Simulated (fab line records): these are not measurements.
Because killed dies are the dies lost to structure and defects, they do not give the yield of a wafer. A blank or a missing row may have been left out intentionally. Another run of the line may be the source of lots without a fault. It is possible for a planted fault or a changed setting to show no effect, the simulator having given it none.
Matching of chambers	flow nand-harc	NHARC_A_STAIRCASE_DESCUM_291 on rie-diel-04 has 4 sister chambers
The step chemistry O2, time 3 s. 4 wafers are shown with their chamber, then 10 later ones without.

WAFERS, EACH WITH ITS CHAMBER
wafer	chamber	showerhead-plenum-p-Torr (Torr)
L079.6	0	1.93
L082.6	3	2.05
L086.1	2	1.84
L086.2	1	1.82

WAFERS WITHOUT THEIR CHAMBER
wafer	showerhead-plenum-p-Torr (Torr)
L086.5	1.82
L092.1	2.04
L092.3	1.81
L092.6	1.84
L094.1	2.04
L094.5	1.91
L094.6	2.04
L095.1	1.81
L095.2	1.83
L095.3	2.04

WHICH CHAMBER EACH WENT THROUGH
wafer	from the rows above	in truth
L086.5	can't be placed: 1 or 2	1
L092.1	3	3
L092.3	can't be placed: 1 or 2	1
L092.6	can't be placed: 2 or 1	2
L094.1	3	3
L094.5	0	0
L094.6	3	3
L095.1	can't be placed: 1 or 2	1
L095.2	can't be placed: 1 or 2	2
L095.3	3	3
Correctly placed: 5 of 10. Not placeable from these rows: 5 (in 5, the candidates include the true chamber). 0 placed wrongly.
How it was worked out, from the rows above alone: a wafer's distance from a chamber is the root of the sum, over the readings, of the square of ((its reading less the chamber's mean) divided by the reading's scatter). If the next closest chamber is less than 2 further off than the closest, the wafer can't be placed; otherwise it belongs to the closest. Each chamber's mean is taken over the wafers shown for it. The scatter: root of mean squared gap, hidden wafer to nearest shown wafer, with one shown wafer a chamber.
